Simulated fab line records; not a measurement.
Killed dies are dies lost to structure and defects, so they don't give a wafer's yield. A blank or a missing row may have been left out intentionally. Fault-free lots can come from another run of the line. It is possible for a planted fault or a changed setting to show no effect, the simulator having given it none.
Struck lot and sound lot, side by side ; flow n5_finfet ; 40 steps out of a route of 1938
Sound: wafers L329.2, L329.4, L329.6. Wafers struck: L343.1, L343.3, L343.5. The cause is given at the end.
Each step with rows lists, per side, the tool, then ch with its chambers, then its first start. Under that, the readings that differ: sound wafers ; struck wafers ; difference of the means ; sigmas: that difference in standard deviations of wafers without a fault.
alike: readings whose means differ by less than 2 such deviations, and words and numbers that are the same on both sides. not compared: withheld readings, readings that some wafer has no value for, bounds like >300 that may hide the same value, and numbers for which the record gives no deviation and whose values overlap.
A row with sigmas, a row that says differs or no value, or rows on one side alone: a step with any of these is where the two part. Numbers that don't overlap but have no deviation are shown without sigmas and don't part them. A reading that every wafer of one side lacks parts them only if that side has two wafers or more.

first, 3 steps without rows for these wafers: N5_HKMG_FIN_STRIP_89 (strips SOC in N2/H2, time 20 s); N5_HKMG_FIN_WET_ETCH_87 (etches TiN in SC1, time 154.2 s, target depth 4.7 nm, rinse time 30 s); N5_HKMG_FIN_STRIP_88 (strips in N2/H2, time 360 s).
N5_HKMG_FIN_NWFM_ALD_20: deposits TiAlC, target thk 2 nm, pulse time 3 s, purge time 2 s.
  sound on ald_metal-04 ch 1,3, day 5 05:42; struck on ald_metal-02 ch 1,2,3, day 8 21:14
  alike: heater_power_w, precursor_pulse_height_rel
then, 3 steps without rows for these wafers: N5_HKMG_FIN_ALD_71 (deposits TiN, target thk 1 nm, pulse time 1 s, purge time 3 s); N5_HKMG_FIN_COAT_66 (time 60 s, resist thk 300 nm); N5_HKMG_FIN_ETCH_67 (etches SOC in N2/H2, stops on TiN, target depth 388.9 nm).
N5_HKMG_FIN_STRIP_90: strips SOC in N2/H2, time 20 s.
  sound on rie_diel-03 ch 0,3, day 5 06:16; struck on rie_diel-02 ch 0,1,2, day 8 22:02
  alike: drypump_motor_current_A, h2_flow_sccm, oes_product_au, rf_vpp_V, showerhead_plenum_p_Torr, temp_c, throttle_valve_pct
  not compared: rf_hours_counter_h
then, 4 steps without rows for these wafers: N5_HKMG_FIN_WET_ETCH_73 (etches the open film in SC1, time 42.3 s, target depth 1.3 nm, rinse time 30 s); N5_HKMG_FIN_ETCHBACK_68 (etches the open film in Cl2/Ar, stops on HfO2, target depth 0.5 nm); N5_HKMG_FIN_STRIP_69 (strips in N2/H2, time 360 s); N5_HKMG_FIN_ALD_21 (deposits TiN, target thk 1.5 nm, pulse time 1 s, purge time 3 s).
N5_HKMG_FIN_ALD_72: deposits W, target thk 2 nm, pulse time 1 s, purge time 2 s.
  sound on cvd_w-02 ch 0,1, day 5 07:18; struck on cvd_w-02 ch 0, day 8 23:05
  alike: heater_power_w, precursor_pulse_height_rel
then, 6 steps without rows for these wafers: N5_HKMG_FIN_W_FILL_22 (material W, target thk 60 nm, time 18.2 s); N5_HKMG_FIN_PRECLEAN_83 (cleans in DIW, time 57.5 s); N5_HKMG_FIN_SRD_84 (dry time 32 s); N5_HKMG_FIN_CMP_23 (polishes, stops on SiNx, t overpolish 10 s, target thk 46.326 nm); N5_HKMG_FIN_CMP_94 (polishes, stops on SiNx, t overpolish 4.7 s, target thk 43.299 nm); N5_GATE_CUT_ETCHBACK_00 (etches W in SF6/Cl2).
N5_GATE_CUT_ETCH_56: etches TiN in Cl2/Ar, target depth 21.6 nm.
  sound on rie_metal-02 ch 0,1, day 5 09:18; struck on rie_metal-03 ch 0,1, day 9 00:07
  alike: drypump_motor_current_A, oes_product_au, throttle_valve_pct
  not compared: rf_hours_counter_h
then, 3 steps without rows for these wafers: N5_GATE_CUT_ETCHBACK_30 (etches TiN in Cl2/Ar, target depth 3 nm); N5_GATE_CUT_VAPOR_ETCH_60 (etches HfO2 in BCl3/Cl2); N5_GATE_CUT_ETCH_58 (etches SiNx in CH3F/O2, target depth 17 nm, time 128.6 s).
N5_GATE_CUT_STRIP_59: strips in N2/H2, time 20 s.
  sound on rie_diel-06 ch 1,3, day 5 09:34; struck on rie_diel-05 ch 0,1,3, day 9 00:26
  alike: drypump_motor_current_A, h2_flow_sccm, oes_product_au, rf_vpp_V, showerhead_plenum_p_Torr, temp_c, throttle_valve_pct
  not compared: rf_hours_counter_h
then, 2 steps without rows for these wafers: N5_GATE_CUT_PRECLEAN_31 (cleans in DIW, time 300 s); N5_GATE_CUT_SRD_32 (time 30 s).
N5_GATE_CUT_SAC_CAP_01: material SiNx, target thk 24 nm, pulse time 1 s, ald cycles 480.
  sound on ald_sin-02 ch 0,1, day 5 09:48; struck on ald_sin-04 ch 0,3, day 9 00:46
  alike: heater_power_w, precursor_pulse_height_rel
then, 12 steps without rows for these wafers: N5_GATE_CUT_PECVD_57 (deposits SiNx from SiH4/NH3/N2, target thk 21 nm); N5_GATE_CUT_CMP_02 (polishes, stops on SiO2, t overpolish 12.7 s, target thk 0 nm); N5_GATE_CUT_HM_DEP_46 (deposits SiO2 from TEOS/O2, target thk 130 nm, time 26.6 s); N5_GATE_CUT_COAT_34 (time 60 s, resist thk 60 nm); N5_GATE_CUT_COAT_35 (time 60 s, resist thk 10 nm); N5_GATE_CUT_COAT_27 (time 60 s, resist thk 10 nm); N5_GATE_CUT_COAT_07 (resist thk 30 nm); N5_GATE_CUT_EBR_09; N5_GATE_CUT_SOFTBAKE_08 (time 60 s); N5_GATE_CUT_EXPOSE_10 (exposes mask GATE CUT, target cd 20 nm); N5_GATE_CUT_PEB_11 (peb time 60 s); N5_GATE_CUT_DEVELOP_12 (develop time 30 s).
-- record jumps: 10 days separate the struck wafers' starts on either side; left off in module GATE_CUT, taken up again in module PASSIVATION, whose first shown step is the route's number 1936 --
N5_PASSIVATION_PROBE_49:
  the record has rows for the struck wafers here (prober-01, day 18 12:49) and none for the sound ones

WHERE THEY PART
Only at N5_PASSIVATION_PROBE_49, within this record.

WHY: the cause the simulator had injected
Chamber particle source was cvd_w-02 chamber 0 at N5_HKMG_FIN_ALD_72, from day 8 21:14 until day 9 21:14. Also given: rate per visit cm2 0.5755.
